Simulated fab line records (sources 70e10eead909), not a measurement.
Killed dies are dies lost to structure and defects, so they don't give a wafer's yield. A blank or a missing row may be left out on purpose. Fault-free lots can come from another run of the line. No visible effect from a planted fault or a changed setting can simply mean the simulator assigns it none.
Comparing a struck lot with a sound one + flow nand-harc + 15 steps out of a route of 1159
Sound: the wafers L606.1, L606.3, L606.5. Wafers L612.2, L612.3, L612.5 were the ones struck. The cause comes at the end.
Each step with rows lists, per side, the tool, then ch with its chambers, then its first start. Under that, the readings that differ: sound wafers + struck wafers + difference of the means + sigmas: that difference in standard deviations of wafers without a fault.
alike: readings whose means differ by less than 2 such deviations, and words and numbers that are the same on both sides. not compared: withheld readings, readings that some wafer has no value for, bounds like >300 that may hide the same value, and numbers for which the record gives no deviation and whose values overlap.
A row with sigmas, a row that says differs or no value, or rows on one side alone: a step with any of these is where the two part. Non-overlapping numbers with no deviation appear without sigmas and do not part them. A reading missing from all wafers of one side parts the sides only when that side holds two or more wafers.

first, 2 steps without rows for these wafers: NHARC_A_CONTACT_PEB_40 (peb time 65 s); NHARC_A_CONTACT_DEVELOP_41 (develop time 35 s).
NHARC_A_CONTACT_CD_MEAS_42: the cd target is 200 nm.
  sound on cd-sem-03 ch 0, day 16 21:51; struck on cd-sem-02 ch 0, day 18 17:37
  alike: cd-nm
NHARC_A_CONTACT_OVL_MEAS_43:
  sound on overlay-01 at day 16 21:56; struck on overlay-02 at day 18 17:42
  alike: overlay-x-nm, overlay-y-nm
NHARC_A_CONTACT_INSPECT_44:
  sound on defect-inspect-02 at day 16 21:58; struck on defect-inspect-02 at day 18 17:44
  alike: raw-defect-count
NHARC_A_CONTACT_DESCUM_47: chemistry O2, time 3 s.
  sound on rie-diel-13 ch 0,1,3, day 16 22:05; struck on rie-diel-13 ch 1,2,3, day 18 17:53
  alike: drypump-motor-current-A, oes-product-au, rf-vpp-V, showerhead-plenum-p-Torr, throttle-valve-pct
  not compared: rf-hours-counter-h
then, 1 step without rows for these wafers: NHARC_A_CONTACT_ETCH_48 (etches the open film in CF4, target depth 39 nm, time 65 s).
NHARC_A_CONTACT_ETCH_49: etches the open film in N2/H2, target depth 260 nm, time 475.3 s.
  sound: rie-diel-13 ch 0,3; struck: rie-diel-13 ch 0,2,3
  alike: bias-w, chamber-pressure-mTorr, drypump-motor-current-A, n2-flow-sccm, oes-product-au, rf-vpp-V, showerhead-plenum-p-Torr, throttle-valve-pct
  not compared: rf-hours-counter-h
NHARC_A_CONTACT_ETCH_50: etches the open film in CF4/CHF3, target depth 84.7 nm, time 42.4 s.
  sound: rie-diel-13 ch 1,3; struck: rie-diel-13 ch 1,2
  alike: bias-w, cf4-flow-sccm, drypump-motor-current-A, oes-product-au, rf-vpp-V, showerhead-plenum-p-Torr, throttle-valve-pct
  not compared: rf-hours-counter-h
NHARC_A_CONTACT_ETCH_51: etches the open film in O2/COS, target depth 3600 nm, time 936 s.
  sound: rie-diel-13 ch 0,3; struck: rie-diel-13 ch 0,1
  alike: bias-w, chamber-pressure-mTorr, drypump-motor-current-A, oes-product-au, rf-vpp-V, showerhead-plenum-p-Torr, throttle-valve-pct
  not compared: rf-hours-counter-h
then, 2 steps without rows for these wafers: NHARC_A_CONTACT_ETCH_111 (etches the open film in C4F8/O2/Ar, time 140 s, target depth 700 nm); NHARC_A_CONTACT_ETCH_112 (etches the open film in C4F8/O2/Ar, time 94 s, target depth 922 nm).
NHARC_A_CONTACT_ETCH_113: etches the open film in C4F8/O2/Ar, time 94 s, target depth 922 nm.
  sound on har-cap-etch-01 ch 0,1, day 17 00:23; struck on har-cap-etch-02 ch 0,1, day 18 19:34
  no value came back on the struck wafers for chamber-pressure-mTorr (mTorr), oes-air-line-au (a.u.); on the sound wafers chamber-pressure-mTorr (mTorr) reads 20.008 19.995 20.026
  not compared: rf-hours-counter-h
NHARC_A_CONTACT_ETCH_114: etches the open film in C4F8/O2/Ar, time 94 s, target depth 922 nm.
  sound on har-cap-etch-01 ch 0,1, day 17 00:29; struck on har-cap-etch-02 ch 0,1, day 18 19:40
  alike: chamber-pressure-mTorr, oes-air-line-au
  not compared: rf-hours-counter-h
-- break in the record here, with 3 days between the starts of the struck wafers on either side (left off in module A_CONTACT, picked up again in module END, where the first step shown is number 1159 on the route) --
NHARC_END_SORT_01:
  sound on prober-01 ch 0, day 20 13:19; struck on prober-02 ch 0, day 21 22:37
| reading         | sound    | struck      | difference | sigmas |
|-----------------|----------|-------------|------------|--------|
| killed-at-array | 16 28 23 | 671 671 674 | +650       | +81    |
| killed-dies     | 18 29 28 | 677 677 677 | +652       | +74    |
  alike: killed-at-other, killed-at-periphery, killed-open, killed-short

## WHERE THEY PART
First at NHARC_A_CONTACT_ETCH_113; last, within this record, at NHARC_END_SORT_01.

WHY: whatever the simulator had introduced
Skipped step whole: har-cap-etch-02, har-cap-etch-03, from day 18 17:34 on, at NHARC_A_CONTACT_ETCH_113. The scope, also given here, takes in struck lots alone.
